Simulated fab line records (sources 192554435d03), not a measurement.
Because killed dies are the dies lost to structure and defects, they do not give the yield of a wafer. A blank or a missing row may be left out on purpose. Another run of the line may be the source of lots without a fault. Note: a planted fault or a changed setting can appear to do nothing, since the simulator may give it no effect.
fab line records	flow n5_finfet
record lots=6	wafers=17	last_day=16
route steps=1938 shown HKMG_FIN@405 PASSIVATION@1936
lots with no fault: from the same line, run without faults
start_h: start of the lot's first displayed wafer, in hours after the record's first day	wait_h: time in hours since the lot's previous step	" same as the row above	L1.1+2: several wafers, shown together as one row	- no value, or no start given	* or withheld: withheld	< > ~ a bound
route shown NAME@n: a module of which the file shows steps, and the number in the route of the first	usual: mean/standard deviation of fault-free wafers	same: alike in all rows	chamber/n: place in a boat	sites: readings site by site	_std_site: standard deviation of those values	_edge_site: inner sites' mean taken away from outer sites' mean	radius_mm: how far each site lies from the wafer's centre	mask NAME#n: copy n	behind: tool/chamber where the wafer was last shaped	hold: cause of the lot's hold/its duration in hours/its outcome	device: names the non-switching transistor (n, p or np)	end of line: the tests these same wafers got at the end of their route	step lacking rows: just its recipe	killed: not the wafer's yield, but the dies lost to structure and defects at the first sort	map: the dies of a wafer, with x for killed, . for not killed, _ for no die there
set.NAME: the setting that was run; set.NAME@STEP: the one run at that earlier step	model.NAME: the simulator's own value behind a step, which no gauge read
a table for each step, a row for each wafer; lots at some steps of the route
services: the hour from which a tool's chamber was out of use, counted from the record's first day as start_h (under 0 if before that day), plus the number of hours and why
## steps
# step N5_HKMG_FIN_STRIP_57
# recipe chemistry=CF4	resist=SiARC	power_w=300	bias_power_w=75	pressure_mtorr=50	cf4_flow_sccm=150	rf_frequency_hz=6e+07
# usual drypump_motor_current_A=5.7/0.52	oes_product_au=0.83/0.077	power_w=300.0/0.9	rf_vpp_V=270.8/1.1	showerhead_plenum_p_Torr=1.78/0.033	throttle_valve_pct=13.54/0.25
lot.wafer	tool	chamber	start_h	wait_h	drypump_motor_current_A	oes_product_au	power_w	rf_hours_counter_h	rf_vpp_V	showerhead_plenum_p_Torr	throttle_valve_pct
L885.2	rie_diel-04	3	119.55	0.0	6.0	0.98	301.7	4	269.8	1.78	13.24
L885.5	"	1	"	"	5.4	0.87	300.7	-	272.1	1.81	13.44
L885.6	"	2	"	"	5.4	0.98	299.4	-	269.0	1.75	13.14
L886.2	rie_diel-01	3	124.26	0.0	5.9	0.82	300.3	77	271.9	1.82	13.65
L886.3	"	1	"	"	5.7	0.70	299.6	205	269.5	1.75	14.04
L886.6	"	3	"	"	6.0	0.82	299.2	-	271.3	1.82	13.66
L890.1	rie_diel-01	2	149.88	0.0	5.3	0.76	300.4	126	271.5	1.85	13.55
L890.2	"	0	"	"	6.3	0.79	298.9	130	272.2	1.83	13.70
L893.2	rie_diel-04	1	169.95	0.0	5.4	0.86	300.3	49	271.4	1.80	13.47
L893.4	"	3	"	"	6.0	0.91	299.1	19	271.0	1.78	13.29
L893.6	"	1	"	"	5.4	0.86	299.6	-	270.8	1.80	13.45
L896.1	rie_diel-05	3	184.00	0.0	4.9	0.91	300.3	26	269.5	1.78	13.45
L896.5	"	0	"	"	5.1	0.84	298.6	-	269.9	1.75	13.37
L896.6	"	1	"	"	5.8	0.84	298.5	-	270.6	1.74	13.44
L898.1	rie_diel-05	3	198.47	0.0	5.0	0.91	296.9	30	271.1	1.78	13.46
L898.3	"	2	"	"	6.7	0.73	300.4	190	271.2	1.78	14.05
L898.4	"	0	"	"	5.1	0.83	300.2	69	269.2	1.75	13.39
# step N5_HKMG_FIN_ETCH_58
# recipe chemistry=N2/H2	target=SOC	target_depth_a=2158	ion_energy_ev=50	bias_w=13	time_s=741	pressure_mtorr=30	source_w=875	n2_flow_sccm=200	h2_flow_sccm=200
# step N5_HKMG_FIN_STRIP_93
# recipe chemistry=N2/H2	material=SOC	time_s=20	power_w=500	temp_c=40	pressure_mtorr=50	rf_frequency_hz=6e+07	bias_power_w=8	h2_frac=0.5	n2_flow_sccm=300	h2_flow_sccm=300
# usual drypump_motor_current_A=5.7/0.52	oes_product_au=0.84/0.088	power_w=500.0/1.7	rf_vpp_V=54.1/0.86	showerhead_plenum_p_Torr=3.33/0.074	throttle_valve_pct=19.2/0.49
# same time_s=20
lot.wafer	tool	chamber	start_h	wait_h	drypump_motor_current_A	oes_product_au	power_w	rf_hours_counter_h	rf_vpp_V	showerhead_plenum_p_Torr	throttle_valve_pct
L885.2	rie_diel-04	3	120.00	0.2	6.0	0.98	498.4	5	54.0	3.28	18.4
L885.5	"	1	"	"	5.4	0.91	496.3	-	54.7	3.44	18.9
L885.6	"	2	"	"	5.3	0.99	498.2	-	53.7	3.33	19.0
L886.2	rie_diel-01	3	124.71	0.2	6.0	0.82	501.1	78	54.6	3.39	19.0
L886.3	"	1	"	"	5.8	0.70	498.9	206	55.3	3.34	20.2
L886.6	"	3	"	"	6.0	0.82	500.6	-	54.6	3.39	19.0
L890.1	rie_diel-01	2	150.32	0.2	5.3	0.78	498.7	126	54.7	3.51	19.3
L890.2	"	0	"	"	6.3	0.77	498.7	130	55.1	3.41	19.2
L893.2	rie_diel-04	1	170.40	0.2	5.4	0.87	500.7	49	55.2	3.43	18.9
L893.4	"	3	"	"	6.0	0.94	501.9	20	54.2	3.27	18.5
L893.6	"	1	"	"	5.4	0.87	502.4	-	53.0	3.43	18.9
L896.1	rie_diel-05	3	184.44	0.2	5.0	0.92	500.8	26	53.3	3.29	19.0
L896.5	"	0	"	"	5.1	0.86	499.3	-	53.9	3.26	19.0
L896.6	"	1	"	"	5.8	0.85	498.6	-	52.8	3.23	18.7
L898.1	rie_diel-05	3	198.92	0.2	5.0	0.91	499.1	30	55.2	3.28	19.0
L898.3	"	2	"	"	6.8	0.71	500.1	191	53.4	3.36	20.3
L898.4	"	0	"	"	5.1	0.85	501.5	69	52.0	3.26	19.0
# step N5_HKMG_FIN_WET_ETCH_76
# recipe chemistry=dNH4OH	mix=1:50	temp_c=25	target=Al2O3	stop_on=La2O3	target_depth_nm=2.25	dry=ipa_marangoni	rinse_time_s=30	rinse_temp_c=23
# step N5_HKMG_FIN_STRIP_60
# recipe chemistry=N2/H2	power_w=2500	temp_c=300	h2_frac=0.65	time_s=360	pressure_mtorr=withheld	n2_flow_sccm=1750	h2_flow_sccm=3250
# usual drypump_motor_current_A=5.9/0.62	heater_power_w=540/40
# same time_s=360
lot.wafer	tool	chamber	start_h	wait_h	drypump_motor_current_A	heater_power_w	rf_hours_counter_h
L885.2	plasma_asher-01	0	120.18	0.0	5.1	559	45
L885.5	"	1	"	"	6.3	549	-
L885.6	"	0	"	"	5.1	565	-
L886.2	plasma_asher-02	0	124.86	0.0	6.7	584	96
L886.3	"	1	"	"	5.9	471	-
L886.6	"	1	"	"	5.9	462	-
L890.1	plasma_asher-01	1	150.47	0.0	6.4	536	52
L890.2	"	0	"	"	5.1	570	52
L893.2	plasma_asher-01	1	170.55	0.0	6.4	549	55
L893.4	"	0	"	"	5.1	583	-
L893.6	"	0	"	"	5.1	562	-
L896.1	plasma_asher-02	1	184.59	0.0	5.9	457	108
L896.5	"	1	"	"	5.9	462	-
L896.6	"	0	"	"	6.7	546	-
L898.1	plasma_asher-01	0	199.07	0.0	5.1	572	61
L898.3	"	0	"	"	5.1	572	-
L898.4	"	1	"	"	6.4	540	-
# step N5_HKMG_FIN_WET_ETCH_77
# recipe chemistry=dHCl	mix=1:10000	temp_c=25	target=La2O3	stop_on=HfO2	target_depth_nm=2
# step N5_HKMG_FIN_WET_ETCH_78
# recipe chemistry=dNH4OH	mix=1:50	temp_c=25	target=Al2O3	stop_on=La2O3	target_depth_nm=4.5	dry=ipa_marangoni	rinse_time_s=30	rinse_temp_c=23
# step N5_HKMG_FIN_ALD_79
# recipe material=TiN	target_thk_a=15	temp_c=400	ald_precursor_family=TiCl4	ald_co_reactant=NH3	pulse_time_s=1	purge_time_s=3	co_reactant_purge_time_s=2	co_reactant_pulse_time_s=2	ald_cycles=68	pressure_torr=3
# usual heater_power_outer_w=524/71	heater_power_w=852/97	precursor_pulse_height_rel=0.999/0.02	susceptor_temp_C=400.03/0.23
lot.wafer	tool	chamber	start_h	wait_h	heater_power_outer_w	heater_power_w	precursor_pulse_height_rel	susceptor_temp_C
L885.2	ald_metal-02	1	120.67	0.0	493	843	1.037	400.05
L885.5	"	2	"	"	483	790	0.960	400.05
L885.6	"	3	"	"	607	962	0.995	400.07
L886.2	ald_metal-04	2	125.35	0.0	547	816	0.999	400.48
L886.3	"	1	"	"	444	726	0.989	400.23
L886.6	"	1	"	"	452	727	1.003	400.22
L890.1	ald_metal-04	2	150.96	0.0	548	844	0.977	399.92
L890.2	"	0	"	"	422	723	0.983	399.70
L893.2	ald_metal-03	0	171.04	0.0	661	1052	1.013	399.75
L893.4	"	2	"	"	452	770	1.021	400.04
L893.6	"	0	"	"	654	1031	1.017	399.74
L896.1	ald_metal-02	0	185.09	0.0	578	925	1.042	400.21
L896.5	"	0	"	"	566	937	0.986	400.01
L896.6	"	2	"	"	481	783	0.983	399.85
L898.1	ald_metal-04	1	199.56	0.0	442	749	1.006	399.94
L898.3	"	3	"	"	528	859	1.007	400.18
L898.4	"	0	"	"	420	696	0.976	400.05
# step N5_HKMG_FIN_CVD_62
# recipe material=a-Si	target_thk_a=30	temp_c=500	precursor=Si2H6	pressure_torr=1	time_s=20.8
# usual heater_power_outer_w=896/64	heater_power_w=1384/100	susceptor_temp_C=499.98/0.24
# same time_s=20.8
lot.wafer	tool	chamber	start_h	wait_h	heater_power_outer_w	heater_power_w	susceptor_temp_C
L885.2	thermal_cvd_si-01	0	121.03	0.2	877	1383	499.93
L885.5	"	0	"	"	895	1359	500.03
L885.6	"	1	"	"	861	1371	500.10
L886.2	thermal_cvd_si-02	1	125.71	0.2	880	1352	499.84
L886.3	"	2	"	"	897	1566	500.44
L886.6	"	1	"	"	876	1344	499.73
L890.1	thermal_cvd_si-02	1	151.32	0.2	858	1295	499.50
L890.2	"	0	"	"	1015	1442	499.84
L893.2	thermal_cvd_si-01	0	171.40	0.2	896	1396	499.83
L893.4	"	1	"	"	910	1335	500.21
L893.6	"	2	"	"	791	1235	500.04
L896.1	thermal_cvd_si-02	1	185.45	0.2	888	1313	499.86
L896.5	"	2	"	"	944	1573	499.71
L896.6	"	1	"	"	843	1333	500.01
L898.1	thermal_cvd_si-02	2	199.93	0.2	921	1560	499.93
L898.3	"	1	"	"	878	1348	499.53
L898.4	"	2	"	"	923	1540	499.90
# step N5_HKMG_FIN_RTA_80
# recipe temp_c=withheld	time_s=2	ambient=N2	idle_temp_c=600	ramp_up_c_per_s=150	ramp_down_c_per_s=60	cool_to_c=600
# step N5_HKMG_FIN_PRECLEAN_64
# recipe chemistry=dHF	time_s=30	temp_c=25	dilution=withheld
# step N5_HKMG_FIN_WET_ETCH_65
# recipe chemistry=TMAH	temp_c=70	conc_wt_pct=5	target=a-Si	stop_on=TiN	time_s=49	target_depth_nm=3
# step N5_HKMG_FIN_WET_ETCH_81
# recipe chemistry=SC1	target=TiN	stop_on=HfO2	mix=1:1:5	temp_c=60	time_s=57	target_depth_nm=6
# usual bath_guard_temp_C=60.0/0.53	bath_heat_duty_pct=10.1/1.1	time_s=57/0
lot.wafer	tool	chamber	start_h	wait_h	bath_guard_temp_C	bath_heat_duty_pct	time_s	model.TiN_of_HKMG_FIN_ALD_79.thk_nm
L885.2	wet_bench-06	1	121.36	0.0	-	-	-	1.2
L885.5	"	4	"	"	-	-	-	1.4
L885.6	"	2	"	"	-	-	-	1.2
L886.2	wet_bench-06	3	126.24	0.0	-	-	-	1.2
L886.3	"	1	"	"	-	-	-	1.2
L886.6	"	2	"	"	-	-	-	1.2
L890.1	wet_bench-06	3	151.63	0.0	60.0	10.7	57	0
L890.2	"	0	"	"	58.9	10.0	57	0
L893.2	wet_bench-06	0	171.70	0.0	59.2	9.8	57	0
L893.4	"	4	"	"	59.8	9.9	57	0
L893.6	"	3	"	"	59.8	10.9	57	0
L896.1	wet_bench-06	4	185.75	0.0	59.8	9.8	57	0
L896.5	"	2	"	"	59.9	10.3	57	0
L896.6	"	1	"	"	59.5	9.3	57	0
L898.1	wet_bench-04	2	200.39	0.0	59.1	10.8	57	0
L898.3	"	0	"	"	60.7	10.8	57	0
L898.4	"	1	"	"	59.3	10.5	57	0
# step N5_HKMG_FIN_WET_ETCH_82
# recipe chemistry=dHCl	mix=1:10000	temp_c=25	target=La2O3	stop_on=HfO2	target_depth_nm=2	dry=ipa_marangoni	rinse_time_s=30	rinse_temp_c=23
# step N5_PASSIVATION_PROBE_49
# usual killed_at_M0_to_M3=32/9.3	killed_at_M4_up=14/4.9	killed_at_contacts=15/7.5	killed_at_front_end=40/11	killed_at_other=4/3.3	killed_dies=104/17	killed_open=68/14	killed_short=33/7.9
# same gross_dies=1180	killed_at_back_side=0
lot.wafer	tool	chamber	start_h	wait_h	killed_at_M0_to_M3	killed_at_M4_up	killed_at_contacts	killed_at_front_end	killed_at_other	killed_dies	killed_open	killed_short
L886.2	prober-02	-	312.20	0.1	41	19	12	39	11	122	67	52
L886.3	prober-02	-	312.25	0.1	44	12	34	42	16	148	66	55
L886.6	prober-02	-	312.40	0.3	50	14	14	60	10	148	100	47
L885.2	prober-01	-	316.57	0.1	27	13	4	71	6	121	64	40
L885.5	prober-01	-	316.72	0.2	23	15	17	27	7	89	41	35
L885.6	prober-01	-	316.77	0.3	38	14	11	52	2	117	57	44
# killed by level:class
L886.2 BEOL_M2:geometric_particle:open=12 GATE_CUT:geometric_particle:short=11 MOL_CONTACT_COAG:geometric_particle:open=11 BEOL_M0_SAQP:geometric_particle:open=9 BEOL_M3:geometric_particle:short=9 FIN_SAQP:geometric_particle:short=8 BEOL_M0_SAQP:geometric_particle:short=6 FIN_SAQP:geometric_particle:open=5
L886.3 MOL_CONTACT_COAG:area_etch=27 BEOL_M0_SAQP:geometric_particle:short=13 GATE_CUT:geometric_particle:short=10 BEOL_M3:geometric_particle:open=10 FIN_SAQP:geometric_particle:short=7 BEOL_M0_SAQP:geometric_particle:open=7 BEOL_M2:geometric_particle:open=6 BEOL_M4:geometric_particle:open=6
L886.6 BEOL_M0_SAQP:geometric_particle:open=16 MOL_CONTACT_COAG:geometric_particle:open=13 BEOL_M0_SAQP:geometric_particle:short=12 FIN_SAQP:geometric_particle:open=10 FIN_SAQP:geometric_particle:short=10 BEOL_M1:geometric_particle:open=9 BEOL_M4:geometric_particle:open=9 DUMMY_GATE:geometric_particle:open=8
L885.2 FIN_SAQP:geometric_particle:short=16 HKMG_FIN:area_etch=16 FIN_SAQP:geometric_particle:open=11 BEOL_M1:geometric_particle:open=9 STI_FIN_REVEAL:geometric_particle:open=6 GATE_CUT:geometric_particle:open=5 GATE_CUT:geometric_particle:short=5 MOL_CONTACT_COAG:geometric_particle:open=4
L885.5 MOL_CONTACT_COAG:geometric_particle:open=7 MOL_CONTACT_COAG:area_etch=7 STI_FIN_REVEAL:geometric_particle:open=5 GATE_CUT:geometric_particle:short=5 BEOL_M0:geometric_particle:short=5 FIN_SAQP:geometric_particle:open=4 GATE_CUT:geometric_particle:open=3 MOL_CONTACT_COAG:geometric_particle:short=3
L885.6 HKMG_FIN:area_etch=16 BEOL_M0_SAQP:geometric_particle:short=9 MOL_CONTACT_COAG:geometric_particle:open=7 BEOL_M4:geometric_particle:open=7 FIN_SAQP:geometric_particle:short=6 GATE_CUT:geometric_particle:short=6 BEOL_M1:geometric_particle:short=6 FIN_SAQP:geometric_particle:open=5
## services
tool	chamber	start_h	hours	kind
rie_diel-05	3	96.43	-	clean
rie_diel-05	3	96.43	-	consumable_replace:focus_ring
rie_diel-05	3	96.43	19.5	scheduled_down
rie_diel-05	3	96.43	19.5	vent_cycle
ald_metal-04	-	99.07	6.0	pm
thermal_cvd_si-01	-	100.74	6.0	pm
rie_diel-04	2	108.99	-	clean
rie_diel-04	2	108.99	-	consumable_replace:focus_ring
rie_diel-04	2	108.99	10.1	scheduled_down
rie_diel-04	2	108.99	10.1	vent_cycle
ald_metal-02	-	115.13	2.8	pm
rie_diel-04	-	148.85	0.1	repair
plasma_asher-02	-	149.07	2.7	pm
ald_metal-02	0	152.00	9.9	repair
wet_bench-04	-	154.90	1.5	repair
ald_metal-02	1	158.25	28.4	repair
rie_diel-04	2	172.28	4.3	repair
rie_diel-05	0	185.05	3.2	repair
rie_diel-04	-	190.71	1.6	repair
ald_metal-03	-	198.21	2.6	repair
## key
first_sign step=N5_HKMG_FIN_WET_ETCH_81	reading=tool_record	direction=missing
effect none on later readings
model_effect step=N5_HKMG_FIN_WET_ETCH_81	value=TiN_of_HKMG_FIN_ALD_79.thk_nm	without=0	struck=1.233
met_at N5_HKMG_FIN_WET_ETCH_81
struck_wafers L885.2,L885.5,L885.6,L886.2,L886.3,L886.6
tester_left_out L885,L886
baseline_loss step=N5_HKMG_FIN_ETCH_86	wafers=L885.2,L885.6
baseline_loss step=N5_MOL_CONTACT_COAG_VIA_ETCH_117	wafers=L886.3
fault kind=skipped_step_whole	tool=wet_bench-06	chamber=-	onset_h=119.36	steps=N5_HKMG_FIN_WET_ETCH_81	scope=struck_lots_only
# tester_left_out: of these lots the tester's yield and bins aren't shown, on N5 and GAA mostly nor the transistor test; their killed dies are dies lost to structure and defects alone, not to doping, threshold or leakage, so they don't give the yield
# baseline_loss: these wafers lose ten dies or more at that step, a loss of the line's own and not of a fault; the sort's usual values leave them out
